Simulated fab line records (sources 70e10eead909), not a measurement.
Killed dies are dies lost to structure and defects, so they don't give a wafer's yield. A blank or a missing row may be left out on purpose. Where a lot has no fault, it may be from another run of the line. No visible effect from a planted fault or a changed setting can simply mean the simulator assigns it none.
Which tool did it?	flow nandHarc	24 lots with 72 wafers sampled at 4 steps, on a route of 1302 steps

## WHAT EACH GAUGE READ, for each wafer
NHARC_A_ONON_D1_THK_MEAS_08: measures by ellipsometry. Usual: thkNm 1000 nm, standard deviation 10.
lot	measured	on	thkNm (nm)	flag
L074	day 7 21:52	filmMetro-02	1005 1003 1005	
L075	day 8 05:42	filmMetro-01	1005 1004 1004	
L076	day 8 17:31	filmMetro-02	992 991 993	
L077	day 8 21:26	filmMetro-02	981 980 980	
L078	day 9 13:31	filmMetro-01	1000 999 1001	
L079	day 9 20:28	filmMetro-02	1000 1001 1000	
L080	day 10 12:37	filmMetro-01	1005 1004 1004	
L082	day 11 01:55	filmMetro-01	988 988 989	
L081	day 11 01:56	filmMetro-02	993 992 992	
L083	day 11 17:24	filmMetro-02	1000 997 995	
L084	day 12 00:21	filmMetro-01	1009 1012 1012	
L085	day 12 09:27	filmMetro-01	1003 1000 1001	
L086	day 13 03:47	filmMetro-02	1019 1018 1018	
L087	day 13 07:40	filmMetro-01	1011 1011 1010	
L088	day 13 18:11	filmMetro-02	1002 1004 1003	
L089	day 14 07:19	filmMetro-02	1003 1004 1007	
L091	day 14 18:20	filmMetro-01	1011 1014 1013	
L090	day 14 18:29	filmMetro-02	1000 1000 1000	
L092	day 15 04:23	filmMetro-01	988 987 988	
L093	day 15 21:32	filmMetro-02	999 998 998	
L094	day 15 21:33	filmMetro-01	975 977 976	
L095	day 16 09:47	filmMetro-02	999 1000 1001	
L096	day 17 15:38	filmMetro-01	994 994 994	
L097	day 17 15:38	filmMetro-01	1017 1018 1017	

NHARC_A_CHANNEL_HOLE_D1_CD_MEAS_10 targets a cd of 100 nm. Usual: cdNm 99.9 nm, standard deviation 0.47.
lot	measured	on	cdNm (nm)	flag
L074	day 8 12:34	cdSem-01	99.5 100.2 99.8	
L075	day 8 20:38	cdSem-02	99.9 99.6 99.6	
L076	day 9 11:00	cdSem-01	100.6 99.4 100.1	
L077	day 9 10:48	cdSem-02	99.9 100.1 99.6	
L078	day 10 04:11	cdSem-02	100.8 101.0 100.5	
L079	day 10 13:02	cdSem-02	99.9 99.7 100.2	
L080	day 11 03:26	cdSem-01	99.3 100.1 99.2	
L082	day 11 18:43	cdSem-02	99.8 99.7 100.2	
L081	day 11 20:00	cdSem-01	101.4 100.0 100.2	
L083	day 12 08:04	cdSem-03	99.3 99.4 99.6	
L084	day 12 14:38	cdSem-03	100.0 99.8 99.7	
L085	day 13 04:15	cdSem-02	100.1 100.3 99.9	
L086	day 14 00:18	cdSem-03	99.3 99.9 99.1	
L087	day 13 22:17	cdSem-02	99.6 99.8 100.0	
L088	day 14 08:40	cdSem-01	99.4 100.1 100.5	
L089	day 15 00:30	cdSem-02	100.2 100.2 100.5	
L091	day 15 09:19	cdSem-02	100.0 100.5 100.6	
L090	day 15 09:04	cdSem-01	100.5 99.5 99.4	
L092	day 15 18:40	cdSem-02	99.5 100.5 100.4	
L093	day 16 11:56	cdSem-03	99.1 99.8 99.0	
L094	day 16 13:07	cdSem-01	100.4 98.9 99.6	
L095	day 17 03:00	cdSem-02	100.2 99.6 99.9	
L096	day 18 07:18	cdSem-03	100.2 100.9 99.9	
L097	day 18 08:21	cdSem-03	99.9 98.8 99.6	

NHARC_A_CHANNEL_HOLE_D1_INSPECT_12. Usual: rawDefectCount 5.6, standard deviation 2.8.
lot	measured	on	rawDefectCount	flag
L074	day 8 12:42	defectInspect-02	3 6 5	
L075	day 8 20:46	defectInspect-01	9 2 6	
L076	day 9 11:07	defectInspect-01	9 6 10	
L077	day 9 10:55	defectInspect-01	2 5 10	
L078	day 10 04:18	defectInspect-02	4 7 10	
L079	day 10 13:10	defectInspect-02	6 4 4	
L080	day 11 03:34	defectInspect-01	5 4 9	
L082	day 11 18:50	defectInspect-01	5 8 8	
L081	day 11 20:07	defectInspect-01	2 2 5	
L083	day 12 08:11	defectInspect-02	3 5 2	
L084	day 12 14:46	defectInspect-02	4 7 6	
L085	day 13 04:23	defectInspect-01	4 10 4	
L086	day 14 00:25	defectInspect-01	7 2 7	
L087	day 13 22:25	defectInspect-01	3 3 6	
L088	day 14 08:47	defectInspect-01	6 5 3	
L089	day 15 00:37	defectInspect-02	1 4 5	
L091	day 15 09:27	defectInspect-02	8 7 5	
L090	day 15 09:12	defectInspect-02	9 4 5	
L092	day 15 18:46	defectInspect-02	4 7 6	
L093	day 16 12:03	defectInspect-02	14 7 7	
L094	day 16 13:15	defectInspect-02	7 6 9	
L095	day 17 03:07	defectInspect-02	10 4 1	
L096	day 18 07:25	defectInspect-01	9 3 4	
L097	day 18 08:28	defectInspect-02	9 11 6	

## WHICH TOOL RAN EACH LOT (tool, then ch and the chambers of the sampled wafers, then the start)
lot	NHARC_A_CHANNEL_HOLE_D1_DEP_01
L074	pecvd-04 ch 0,2, day 8 11:51
L075	pecvd-04 ch 0,1,2, day 8 19:56
L076	pecvd-04 ch 0,1, day 9 10:17
L077	pecvd-04 ch 0,1, day 9 10:08
L078	pecvd-01 ch 0,2, day 10 03:26
L079	pecvd-01 ch 0,1, day 10 12:26
L080	pecvd-04 ch 0,2, day 11 02:43
L082	pecvd-03 ch 1,2, day 11 18:01
L081	pecvd-01 ch 0,2, day 11 19:16
L083	pecvd-03 ch 0,1,2, day 12 07:23
L084	pecvd-03 ch 0,1, day 12 14:04
L085	pecvd-01 ch 1,2, day 13 03:39
L086	pecvd-04 ch 0,1,2, day 13 23:35
L087	pecvd-04 ch 0,1,2, day 13 21:43
L088	pecvd-03 ch 0,1, day 14 07:56
L089	pecvd-04 ch 0,2, day 14 23:48
L091	pecvd-01 ch 0,1,2, day 15 08:34
L090	pecvd-03 ch 1,2, day 15 08:21
L092	pecvd-03 ch 0,1,2, day 15 18:01
L093	pecvd-01 ch 0,2, day 16 11:20
L094	pecvd-04 ch 0,1,2, day 16 12:24
L095	pecvd-01 ch 0,1,2, day 17 02:22
L096	pecvd-01 ch 0,1,2, day 18 06:37
L097	pecvd-01 ch 0,2, day 18 07:39
- NHARC_A_CHANNEL_HOLE_D1_DEP_01: deposits SiON, target thk 140 nm.

## AS READ BY THE TOOLS THEMSELVES (means over the sampled wafers that have a number; for cases with no such wafer, the mark the record gives instead)
NHARC_A_CHANNEL_HOLE_D1_DEP_01. Usual: chamberPressureTorr 3.499 Torr, standard deviation 0.0077; heaterPowerW 819 W, standard deviation 79.
lot	tool	chamberPressureTorr (Torr)	heaterPowerW (W)	flag
L074	pecvd-04	3.494	889	
L075	pecvd-04	3.494	829	
L076	pecvd-04	3.500	862	
L077	pecvd-04	3.496	798	
L078	pecvd-01	3.503	928	
L079	pecvd-01	3.496	933	
L080	pecvd-04	3.498	784	
L082	pecvd-03	3.490	771	
L081	pecvd-01	3.504	870	
L083	pecvd-03	3.504	768	
L084	pecvd-03	3.513	715	
L085	pecvd-01	3.493	889	
L086	pecvd-04	3.501	763	
L087	pecvd-04	3.494	793	
L088	pecvd-03	3.501	750	
L089	pecvd-04	3.500	840	
L091	pecvd-01	3.497	863	
L090	pecvd-03	3.503	711	
L092	pecvd-03	3.495	743	
L093	pecvd-01	3.496	886	
L094	pecvd-04	3.493	828	
L095	pecvd-01	3.498	868	
L096	pecvd-01	3.502	869	
L097	pecvd-01	3.506	826	

## THE ANSWER, worked out from the rows above alone
Rule: a lot is off if the mean of its wafers that have a number lies more than 3 standard deviations from the usual mean. Also off: a lot with no number at a reading for which 4 or more lots have one. All remaining lots with rows at the step are treated as sound. First the gauges in route order, then the tools' own readings, where a lot's mean is used as printed above. The first step at which some lot is off is used, and at that step the reading that is off furthest; a lot without a number counts as furthest.
None of the lots is off at any reading shown; this tells nothing.

## WHAT THE SIMULATOR HAD PUT IN
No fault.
